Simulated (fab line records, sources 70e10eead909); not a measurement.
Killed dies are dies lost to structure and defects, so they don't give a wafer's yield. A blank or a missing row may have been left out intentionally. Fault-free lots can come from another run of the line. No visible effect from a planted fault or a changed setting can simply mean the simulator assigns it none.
Chamber matching    flow nand_harc    NHARC_P_CONTACT_CMP_01 on cmp-04 has 4 sister chambers
The step polishes SiO2, target thk 200 nm. 4 wafers are shown with their chamber, then 10 later ones without.

## WAFERS WITH THEIR CHAMBER
wafer   chamber  motor_current_A (A)
L080.3  1        11.6
L082.3  3        12.4
L084.2  0        13.8
L084.4  2        13.6

## WAFERS WHOSE CHAMBER IS MISSING
wafer   motor_current_A (A)
L084.6  13.7
L088.3  13.7
L088.4  12.6
L088.5  13.4
L089.1  13.6
L089.3  13.4
L089.5  13.9
L097.2  14.5
L097.3  11.1
L097.5  14.4

## CHAMBER TAKEN BY EACH
wafer   from the rows above      in truth
L084.6  can't be placed: 2 or 0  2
L088.3  can't be placed: 2 or 0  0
L088.4  3                        3
L088.5  can't be placed: 2 or 0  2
L089.1  can't be placed: 2 or 0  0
L089.3  can't be placed: 2 or 0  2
L089.5  can't be placed: 0 or 2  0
L097.2  can't be placed: 0 or 2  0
L097.3  1                        1
L097.5  can't be placed: 0 or 2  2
Placed correctly: 2 of 10. Unplaceable from these rows: 8, with the true chamber sitting among the candidates in 8. Placed wrongly: 0.
How it was worked out, from the rows above alone: a wafer's distance from a chamber is the root of the sum, over the readings, of the square of ((its reading less the chamber's mean) divided by the reading's scatter). If the next closest chamber is less than 2 further off than the closest, the wafer can't be placed; otherwise it belongs to the closest. A chamber's mean is the mean of its shown wafers. The scatter (one wafer shown for each chamber): square how far every hidden wafer sits from the nearest shown wafer, average those squares and take the square root.
